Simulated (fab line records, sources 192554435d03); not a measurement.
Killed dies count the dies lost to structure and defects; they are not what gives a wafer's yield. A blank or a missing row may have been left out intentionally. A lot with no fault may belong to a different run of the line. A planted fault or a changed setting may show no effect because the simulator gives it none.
Matching of chambers	flow n5Finfet	N5_BEOL_M2_ALD_84 on aldMetal-02: 4 sister chambers
The step deposits TaN, pulse time 2 s, purge time 3 s, co reactant purge time 2 s. 8 wafers are shown with their chamber, then 8 later ones without.

## WAFERS WITH THEIR CHAMBER
wafer	chamber	heaterPowerW (W)
L074.6	1	370
L085.4	1	371
L085.5	3	417
L085.6	2	440
L088.1	0	402
L088.2	3	425
L088.3	2	452
L090.2	0	404

## WAFERS WHOSE CHAMBER IS MISSING
wafer	heaterPowerW (W)
L090.3	450
L090.5	422
L095.3	393
L095.5	408
L095.6	427
L096.2	429
L096.3	413
L096.5	420

## EACH ONE'S CHAMBER
wafer	from the rows above	in truth
L090.3	2	2
L090.5	3	3
L095.3	0	0
L095.5	can't be placed: 0 or 3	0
L095.6	3	3
L096.2	can't be placed: 3 or 2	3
L096.3	can't be placed: 3 or 0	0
L096.5	3	3
Correctly placed: 5 of 8. Can't be placed from these rows: 3 (the true chamber is among the candidates in 3). Wrongly placed: 0.
How it was worked out, from the rows above alone: a wafer's distance from a chamber is the root of the sum, over the readings, of the square of ((its reading less the chamber's mean) divided by the reading's scatter). If the next closest chamber is less than 2 further off than the closest, the wafer can't be placed; otherwise it belongs to the closest. Each chamber's mean is taken over the wafers shown for it. The scatter: the root of (the sum of the squares of (reading less its chamber's mean) over the shown wafers, divided by (wafers less chambers)).
